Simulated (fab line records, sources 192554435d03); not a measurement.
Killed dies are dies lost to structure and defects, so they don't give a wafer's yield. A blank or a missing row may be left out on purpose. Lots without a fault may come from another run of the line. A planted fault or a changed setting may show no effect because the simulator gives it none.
Chamber matching | flow n5_finfet | N5_GATE_CUT_STRIP_59 on rie_diel-03: 4 sister chambers
The step strips in N2/H2, time 20 s. 8 wafers are shown with their chamber, then 8 later ones without.

WAFERS WITH THEIR CHAMBER
wafer  | chamber | showerhead_plenum_p_Torr (Torr) | throttle_valve_pct (%)
L083.6 | 2       | 3.50                            | 12.36
L084.2 | 1       | 3.39                            | 11.96
L090.3 | 0       | 3.57                            | 12.19
L090.6 | 3       | 3.35                            | 12.48
L091.2 | 3       | 3.35                            | 12.50
L091.4 | 2       | 3.49                            | 12.43
L091.5 | 1       | 3.38                            | 11.99
L095.1 | 0       | 3.56                            | 12.25

WAFERS WITHOUT THEIR CHAMBER
wafer  | showerhead_plenum_p_Torr (Torr) | throttle_valve_pct (%)
L095.3 | 3.35                            | 12.52
L095.5 | 3.35                            | 12.51
L096.1 | 3.38                            | 12.01
L096.2 | 3.35                            | 12.51
L096.5 | 3.56                            | 12.25
L097.1 | 3.35                            | 12.51
L097.2 | 3.38                            | 12.01
L097.4 | 3.56                            | 12.24

WHICH CHAMBER EACH WENT THROUGH
wafer  | from the rows above | in truth
L095.3 | 3                   | 3
L095.5 | 3                   | 3
L096.1 | 1                   | 1
L096.2 | 3                   | 3
L096.5 | 0                   | 0
L097.1 | 3                   | 3
L097.2 | 1                   | 1
L097.4 | 0                   | 0
Placed correctly: 8 of 8. Can't be placed from these rows: 0. Placed wrongly: 0.
How it was worked out, from the rows above alone: a wafer's distance from a chamber is the root of the sum, over the readings, of the square of ((its reading less the chamber's mean) divided by the reading's scatter). The wafer belongs to the nearest chamber; if the next one is less than 2 further off, it can't be placed. A chamber's mean is the mean of its shown wafers. The scatter: the root of (the sum of the squares of (reading less its chamber's mean) over the shown wafers, divided by (wafers less chambers)).
